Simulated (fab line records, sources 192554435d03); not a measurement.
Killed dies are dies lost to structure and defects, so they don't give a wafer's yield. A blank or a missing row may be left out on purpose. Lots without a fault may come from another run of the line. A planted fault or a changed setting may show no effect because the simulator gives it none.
A struck lot beside a sound one | flow n5_finfet | 15 steps out of a route of 1938
Sound: wafers L628.2, L628.4, L628.6. Struck: wafers L644.1, L644.3, L644.6. The cause comes at the end.
At each step with rows: each side's tool, then ch and its chambers, then its first start. Under that, the readings that differ: sound wafers | struck wafers | difference of the means | sigmas: that difference in standard deviations of wafers without a fault.
alike: readings whose means differ by less than 2 such deviations, and words and numbers that are the same on both sides. not compared: withheld readings, readings that some wafer has no value for, bounds like >300 that may hide the same value, and numbers for which the record gives no deviation and whose values overlap.
The two part at a step that has a row with sigmas, a row that says differs or no value, or rows on one side only. Numbers that don't overlap but have no deviation are shown without sigmas and don't part them. A reading that every wafer of one side lacks parts them only if that side has two wafers or more.

N5_BEOL_M10_ALD_74: deposits TaN, target thk 2 nm, pulse time 2 s, purge time 3 s.
  sound on ald_metal-04 ch 1,3, day 10 22:04; struck on ald_metal-04 ch 0,1,2, day 15 01:43
  alike: heater_power_outer_w, heater_power_w
N5_BEOL_M10_SURFACE_TREAT_76:
  sound on pvd_sputter-01, day 10 22:25; struck on pvd_sputter-03, day 15 02:01
  not compared: throttle_valve_pct
then, 1 step without rows for these wafers: N5_BEOL_M10_CVD_75 (deposits Co from CCTBA/H2, target thk 2 nm, time 138.9 s).
N5_BEOL_M10_SPUTTER_48: material Cu, target thk 12 nm, time 2 s.
  sound on pvd_sputter-01, day 10 22:44; struck on pvd_sputter-03, day 15 02:14
  alike: bias_v, chamber_pressure_pa, substrate_temp_c, throttle_valve_pct
then, 3 steps without rows for these wafers: N5_BEOL_M10_ECD_50 (material Cu, target thk 318 nm); N5_BEOL_M10_ANNEAL_51 (time 90 s); N5_BEOL_M10_CMP_52 (polishes, stops on SiCOH lowk, t overpolish 7 s, target thk 140 nm).
N5_BEOL_M10_THK_MEAS_53: measures by xrf.
  sound on film_metro-01, day 10 23:49; struck on film_metro-01, day 15 03:24
  alike: M10_THK
then, 1 step without rows for these wafers: N5_BEOL_M10_PRE_CLEAN_55 (time 15 s).
N5_BEOL_M10_DEP_56: deposits SiCN from 3MS/NH3, target thk 15 nm, time 26.5 s.
  sound on pecvd-02 ch 1,2, day 10 23:53; struck on pecvd-04 ch 0,1, day 15 03:28
  alike: showerhead_plenum_p_Torr, showerhead_vpp_V, throttle_valve_pct
N5_BEOL_M10_RS_MEAS_57: measures by four-point-probe.
  sound on film_metro-01, day 10 23:57; struck on film_metro-01, day 15 03:32
  alike: M10_RS
N5_BEOL_M10_INSPECT_58: inspects for defects (darkfield).
  sound on defect_inspect-02, day 10 23:59; struck on defect_inspect-02, day 15 03:34
  alike: raw_defect_count
N5_BEOL_M11_ILD_DEP_00: deposits SiCOH lowk from DEMS/porogen, target thk 308.51 nm, time 58 s.
  sound on pecvd-01 ch 0,1, day 11 00:01; struck on pecvd-01 ch 0,1, day 15 03:36
  reading              | sound                | struck               | difference | sigmas
  susceptor_temp_C (C) | 300.41 300.20 300.46 | 296.71 296.64 296.29 | -3.81      | -17
  alike: heater_power_outer_w, heater_power_w, showerhead_plenum_p_Torr, showerhead_vpp_V, throttle_valve_pct
N5_BEOL_M11_CURE_71: cures SiCOH lowk, time 240 s.
  sound on uv_cure-03 ch 0, day 11 00:10; struck on uv_cure-02 ch 0, day 15 03:41
  alike: lamp_power_pct, wafer_temp_C_max
-- the record jumps here: 2 days lie between the struck wafers' starts before and after (it left off in module BEOL_M11 and takes up again in module PASSIVATION, whose first step shown is number 1936 of the route) --
N5_PASSIVATION_PROBE_49:
  sound on prober-02, day 13 03:32; struck on prober-01, day 17 05:14
  alike: defect_limited_yield, killed_at_M0_to_M3, killed_at_M4_up, killed_at_contacts, killed_at_front_end, killed_at_other, killed_dies, killed_open, killed_short, sort_bin_4_leakage, sort_bin_5_function, sort_bin_6_memory, sort_bin_8_speed, sort_n_pass, sort_yield_pct

WHERE THEY PART
Only at N5_BEOL_M11_ILD_DEP_00, within this record. Later steps at which nothing parts them and some readings are alike: N5_BEOL_M11_CURE_71, N5_PASSIVATION_PROBE_49.

WHY: what the simulator had put in
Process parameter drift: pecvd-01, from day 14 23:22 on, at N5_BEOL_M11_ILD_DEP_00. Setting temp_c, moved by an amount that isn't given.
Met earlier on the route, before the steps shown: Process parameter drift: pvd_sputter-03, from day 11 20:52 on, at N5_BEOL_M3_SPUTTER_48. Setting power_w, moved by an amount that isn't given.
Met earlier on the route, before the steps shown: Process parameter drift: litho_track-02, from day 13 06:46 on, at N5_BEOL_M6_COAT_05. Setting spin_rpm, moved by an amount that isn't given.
